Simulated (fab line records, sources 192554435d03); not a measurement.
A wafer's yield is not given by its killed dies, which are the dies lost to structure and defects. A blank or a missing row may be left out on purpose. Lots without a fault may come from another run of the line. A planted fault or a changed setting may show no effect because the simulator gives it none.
A struck lot beside a sound one / flow n5 finfet / 19 steps out of a route of 1938
Sound: these wafers, L265.1, L265.2, L265.3. Wafers struck: L269.4, L269.5, L269.6. The cause comes at the end.
Order at every step that has rows: each side's tool, ch and its chambers, its first start. Under that, the readings that differ: sound wafers / struck wafers / difference of the means / sigmas: that difference in standard deviations of wafers without a fault.
alike: same words and numbers on both sides, and readings whose means sit less than 2 such deviations apart. not compared: any withheld reading, any reading some wafer has no value for, any bound like >300 that may hide the same value, and any number with overlapping values for which the record gives no deviation.
A row with sigmas, a row that says differs or no value, or rows on one side alone: a step with any of these is where the two part. Numbers that have no deviation but don't overlap get no sigmas and don't part them. A reading missing from all wafers of one side parts the sides only when that side holds two or more wafers.

first, 7 steps without rows for these wafers: N5_BEOL_M10_COAT_60 (time 60 s, resist thk 30 nm); N5_BEOL_M10_COAT_05 (resist thk 90 nm); N5_BEOL_M10_EBR_07; N5_BEOL_M10_SOFTBAKE_06 (time 60 s); N5_BEOL_M10_EXPOSE_08 (exposes mask M10); N5_BEOL_M10_PEB_09 (peb time 60 s); N5_BEOL_M10_DEVELOP_10 (develop time 30 s).
N5_BEOL_M10_CD_MEAS_11 targets a cd of 64.1 nm.
  sound on cd sem-02 ch 0, day 12 15:28; struck on cd sem-01 ch 0, day 13 20:08
  alike: cd nm
N5_BEOL_M10_OVL_MEAS_12:
  sound on overlay-02 ch 0, day 12 15:30; struck on overlay-02 ch 0, day 13 20:10
  alike: M10_OVL
N5_BEOL_M10_INSPECT_13: inspects for defects (brightfield).
  sound: defect inspect-02 at day 12 15:32; struck: defect inspect-01 at day 13 20:11
  alike: raw defect count
N5_BEOL_M10_DESCUM_16: chemistry O2, time 7.9 s.
  sound on rie diel-04 ch 0,2,3, day 12 15:34; struck on rie diel-01 ch 0,1,3, day 13 20:25
  alike: drypump motor current A, oes product au, rf vpp V, showerhead plenum p Torr, throttle valve pct
  not compared: rf hours counter h
N5_BEOL_M10_ETCH_61: etches SiARC in CF4, target depth 39 nm, time 65 s.
  sound on rie diel-04 ch 0,2,3, day 12 15:36; struck on rie diel-01 ch 0,1,3, day 13 20:26
  alike: bias w, cf4 flow sccm, drypump motor current A, etch rf on time s, oes product au, rf vpp V, showerhead plenum p Torr, throttle valve pct
  not compared: rf hours counter h
N5_BEOL_M10_ETCH_62: etches SOC in N2/H2, target depth 110 nm, overetch 22 nm, time 165 s.
  sound on rie diel-04 ch 0,2,3, day 12 15:39; struck on rie diel-01 ch 0,1,3, day 13 20:29
  no value came back on the struck wafers for any of 9 readings (bias w (W), chamber pressure mTorr (mTorr) and others); on the sound wafers bias w (W) reads 149.7 149.6 149.8
reading=model.CAR-ArF_of_BEOL_M10_COAT_05.thk nm (nm); sound=0 0 0; struck=55.6 55.8 55.8; difference=+55.7; sigmas=
reading=model.SiARC_of_BEOL_M10_COAT_60.thk nm (nm); sound=23.4 23.4 23.4; struck=30.2 30 30.2; difference=+6.7; sigmas=
then, 1 step without rows for these wafers: N5_BEOL_M10_STRIP_68 (strips in N2/H2).
N5_BEOL_M10_STRIP_67: strips in CF4.
  sound on rie diel-04 ch 0,2,3, day 12 15:47; struck on rie diel-01 ch 0,1,3, day 13 20:38
  alike: drypump motor current A, oes product au, rf vpp V, showerhead plenum p Torr, throttle valve pct
  not compared: rf hours counter h
N5_BEOL_M10_HM_OPEN_17: chemistry Cl2/BCl3, target TiN, target depth 20 nm, overetch 6 nm.
  sound on rie metal-01 ch 0,1, day 12 15:55; struck on rie metal-01 ch 0,1, day 13 20:43
reading=oes product au (a.u.); sound=0.64 0.65 0.64; struck=0.28 0.28 0.27; difference=-0.37; sigmas=-6
reading=throttle valve pct (%); sound=21.97 22.24 21.95; struck=22.59 22.91 22.60; difference=+0.65; sigmas=+5
  alike: drypump motor current A
  not compared: rf hours counter h
N5_BEOL_M10_STRIP_19: strips in O2.
  sound on rie diel-02 ch 0,1,2, day 12 16:02; struck on rie diel-04 ch 0,2,3, day 13 20:50
reading=throttle valve pct (%); sound=16.69 16.79 16.77; struck=16.52 16.46 16.66; difference=-0.20; sigmas=-2
  alike: drypump motor current A, oes product au, rf vpp V, showerhead plenum p Torr
  not compared: rf hours counter h
N5_BEOL_M10_CD_MEAS_18: pitch 140 nm, target cd 70 nm.
  sound: cd sem-03 at day 12 16:06; struck: cd sem-03 at day 13 20:55
reading=cd nm (nm); sound=70.0 69.7 70.2; struck=- - -; difference=no value on the struck wafers; sigmas=
then, 1 step without rows for these wafers: N5_BEOL_M10_COAT_63 (time 60 s, resist thk 100 nm).

## WHERE THEY PART
First at N5_BEOL_M10_ETCH_62; last, within this record, at N5_BEOL_M10_CD_MEAS_18.

WHY: the cause the simulator had injected
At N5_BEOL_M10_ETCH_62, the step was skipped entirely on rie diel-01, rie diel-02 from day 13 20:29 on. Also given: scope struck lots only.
